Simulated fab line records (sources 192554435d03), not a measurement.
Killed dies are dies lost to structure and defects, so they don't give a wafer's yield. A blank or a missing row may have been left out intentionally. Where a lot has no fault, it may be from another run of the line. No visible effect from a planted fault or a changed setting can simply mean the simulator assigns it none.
Split-lot experiment + flow n5_finfet + 21 wafers read across 7 lots, on a route 1938 steps long

== ABOUT THE SPLIT ==
At N5_BEOL_M12_EXPOSE_07 (exposes mask V11), the setting dose_mj was moved away from the recipe's 32.5 on 6 of the 21 wafers read, by -6.1% to +4.1%. This setting was run at the recipe's value on the other wafers.

== FROM THE SPLIT TO THE READING: what the file shows between them, 6 steps ==
- N5_BEOL_M12_PEB_08: peb time 90 s
- N5_BEOL_M12_DEVELOP_09: develop time 45 s
- N5_BEOL_M12_HARDBAKE_14: time 120 s
- N5_BEOL_M12_CD_MEAS_10: target cd 140 nm
- N5_BEOL_M12_STRIP_71: strips in post etch residue remover, time 60 s
- N5_BEOL_M12_SRD_72: time 30 s, dry time 30 s

== THE READING ==
At N5_BEOL_M12_CD_MEAS_17: cd_nm in nanometres, against a target cd of 140 nm. A value of 140.4 nm with a standard deviation of 1.9 nm is what fault-free wafers of this fab line usually give.

| wafer  | tool, chamber at the split | dose_mj as run | against the recipe | cd_nm, nm | against lot-mates on the recipe |
|--------|----------------------------|----------------|--------------------|-----------|---------------------------------|
| L076.1 | krf_scanner-01, 0          | 32.5           | recipe             | 142.1     | -                               |
| L076.2 | krf_scanner-01, 0          | 32.5           | recipe             | 141.2     | -                               |
| L076.5 | krf_scanner-01, 0          | 32.5           | recipe             | 140.6     | -                               |
| L077.3 | krf_scanner-01, 0          | 30.52          | -6.1%              | 133.3     | -9.6                            |
| L077.4 | krf_scanner-01, 0          | 32.5           | recipe             | 142.9     | -                               |
| L077.6 | krf_scanner-01, 0          | 30.52          | -6.1%              | 138.5     | -4.4                            |
| L082.2 | krf_scanner-02, 0          | 32.5           | recipe             | 141.1     | -                               |
| L082.4 | krf_scanner-02, 0          | 33.4           | +2.8%              | 140.7     | +0.8                            |
| L082.5 | krf_scanner-02, 0          | 32.5           | recipe             | 138.7     | -                               |
| L085.1 | krf_scanner-02, 0          | 30.63          | -5.8%              | 136.9     | -6.2                            |
| L085.4 | krf_scanner-02, 0          | 30.63          | -5.8%              | 135.8     | -7.3                            |
| L085.5 | krf_scanner-02, 0          | 32.5           | recipe             | 143.1     | -                               |
| L084.1 | krf_scanner-02, 0          | 32.5           | recipe             | 140.3     | -                               |
| L084.3 | krf_scanner-02, 0          | 32.5           | recipe             | 137.8     | -                               |
| L084.4 | krf_scanner-02, 0          | 32.5           | recipe             | 139.3     | -                               |
| L097.1 | krf_scanner-01, 0          | 32.5           | recipe             | 139.5     | -                               |
| L097.3 | krf_scanner-01, 0          | 32.5           | recipe             | 136.8     | -                               |
| L097.4 | krf_scanner-01, 0          | 32.5           | recipe             | 137.7     | -                               |
| L096.2 | krf_scanner-02, 0          | 33.84          | +4.1%              | 146.4     | +6.1                            |
| L096.5 | krf_scanner-02, 0          | 32.5           | recipe             | 139.7     | -                               |
| L096.6 | krf_scanner-02, 0          | 32.5           | recipe             | 141.0     | -                               |

THE FIT
A straight line over all 21 wafers: cd_nm changes by +0.758 nm for each +1% of dose_mj; r = +0.73; the points scatter about the line by 2 nm.
The same after taking each lot's own level away (the mean of its wafers on the recipe; 21 wafers): +1.14 nm for each +1%; r = +0.93; scatter 1.3 nm.
According to that fit, moving dose_mj by its largest amount changes the reading by 7 nm.
From 138.00 to 143.10 nm: that is the span of the lots' own levels, equal to 2.7 times the standard deviation above.
So the lot-to-lot level blurs the effect unless lot-mates are compared.
Check: -6.27 nm against its lot-mates is what the line predicts for one of the wafers moved furthest among these (-6.1%) when that wafer is left out of the fit. It came out at -9.6 nm against them.

== ADDITIONAL SPLITS CARRIED BY THESE WAFERS ==
Other splits were also applied to these wafers ahead of the reading. Each is held against what the fit with the lots' levels taken away leaves over:
| other split on the same wafers | wafers away from the commonest value | r with cd_nm (lot level and that fit taken away) |
|--------------------------------|--------------------------------------|--------------------------------------------------|
| N5_BEOL_M10_COAT_64 spin_rpm   | 8                                    | +0.19                                            |
| N5_BEOL_M11_PECVD_70 temp_c    | 10                                   | +0.01                                            |
| N5_BEOL_M11_COAT_59 spin_rpm   | 7                                    | +0.18                                            |

== THE WHOLE CHAIN: every reading that the file lists as answering this split, in the file's order ==
| step                   | what it does     | reading | change (the file's fit)              | r (the file's) |
|------------------------|------------------|---------|--------------------------------------|----------------|
| N5_BEOL_M12_CD_MEAS_10 | target cd 140 nm | cd_nm   | +1.13 nm for each +1% of the setting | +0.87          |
| N5_BEOL_M12_CD_MEAS_17 | target cd 140 nm | cd_nm   | +1.14 nm for each +1% of the setting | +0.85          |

== THE FILE'S OWN FIT ==
cd_nm changes by +1.14 nm for each +1% of dose_mj, r = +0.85.
